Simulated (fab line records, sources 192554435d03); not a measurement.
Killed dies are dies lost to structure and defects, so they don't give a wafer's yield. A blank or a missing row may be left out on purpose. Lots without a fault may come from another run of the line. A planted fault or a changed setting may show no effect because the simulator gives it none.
Split-lot experiment | flow n5_finfet | 7 lots, 21 wafers read, on a route of 1938 steps

THE SPLIT
At N5_BEOL_M0_SAQP_ETCH_107 (etches SiNx in CH3F/O2, target depth 30 nm), the setting source_w was moved away from the recipe's 395 W on 8 of the 21 wafers read, by -16.9% to +17.1%. The other wafers ran this setting at the recipe's value.

The reading is taken at the split's own step.

THE READING
rf_vpp_V, in V, at N5_BEOL_M0_SAQP_ETCH_107 (etches SiNx in CH3F/O2, target depth 30 nm). Fault-free wafers of this fab line usually give 299 V, standard deviation 3.9 V.

wafer  | tool, chamber at the split | source_w as run, W | against the recipe | rf_vpp_V, V | against lot-mates on the recipe
L079.1 | rie_diel-03, 1             | 341.6              | -13.5%             | 321         | +27
L079.2 | rie_diel-03, 3             | 341.6              | -13.5%             | 315         | +21
L079.5 | rie_diel-03, 3             | 395                | recipe             | 294         | -
L080.1 | rie_diel-06, 3             | 462.5              | +17.1%             | 280         | -18
L080.3 | rie_diel-06, 2             | 395                | recipe             | 301         | -
L080.5 | rie_diel-06, 0             | 395                | recipe             | 296         | -
L084.2 | rie_diel-03, 1             | 395                | recipe             | 300         | -
L084.3 | rie_diel-03, 3             | 328.3              | -16.9%             | 322         | +22
L084.4 | rie_diel-03, 0             | 328.3              | -16.9%             | 331         | +31
L088.1 | rie_diel-06, 0             | 395                | recipe             | 296         | -
L088.3 | rie_diel-06, 3             | 395                | recipe             | 301         | -
L088.4 | rie_diel-06, 2             | 395                | recipe             | 302         | -
L089.2 | rie_diel-06, 3             | 462.7              | +17.1%             | 280         | -16
L089.3 | rie_diel-06, 1             | 462.7              | +17.1%             | 271         | -25
L089.6 | rie_diel-06, 0             | 395                | recipe             | 296         | -
L091.3 | rie_diel-01, 1             | 440.8              | +11.6%             | 283         | -19
L091.4 | rie_diel-01, 3             | 395                | recipe             | 300         | -
L091.6 | rie_diel-01, 0             | 395                | recipe             | 304         | -
L096.1 | rie_diel-06, 2             | 395                | recipe             | 300         | -
L096.3 | rie_diel-06, 3             | 395                | recipe             | 301         | -
L096.4 | rie_diel-06, 1             | 395                | recipe             | 291         | -

THE FIT
A straight line over all 21 wafers: rf_vpp_V changes by -1.42 V for each +1% of source_w; r = -0.96; the points scatter about the line by 4.1 V.
The same after taking each lot's own level away (the mean of its wafers on the recipe; 21 wafers): -1.43 V for each +1%; r = -0.96; scatter 4 V.
On that fit, the largest move of source_w shifts the reading by 24 V.
The lots' own levels span 294.0 to 302.0 V, that is 2.1 times the standard deviation above.
So the lot-to-lot level changes the slope little: the two slopes agree.
Check: with one of the wafers moved furthest among these (+17.1%) left out of the fit, the line predicts -25 V for it against its lot-mates. It came out at -16 V against them.
Tool readings at the split's step, against how far the setting was moved: rf_vpp_V r = -0.96.

OTHER SPLITS ON THESE WAFERS
These wafers also went through other splits before the reading. Each is held against what the fit with the lots' levels taken away leaves over:
other split on the same wafers          | wafers away from the commonest value | r with rf_vpp_V (lot level and that fit taken away)
N5_MOL_CONTACT_COAG_EXPOSE_05 dose_mj   | 9                                    | -0.23
N5_MOL_CONTACT_COAG_ALD_133 ald_cycles  | 6                                    | +0.51
N5_MOL_CONTACT_COAG_VIA_ETCH_117 bias_w | 8                                    | +0.37
N5_BEOL_M0_SAQP_SPACER1_ALD_98 temp_c   | 10                                   | -0.16

THE FILE'S OWN FIT
rf_vpp_V changes by -1.38 V for each +1% of source_w, r = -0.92.
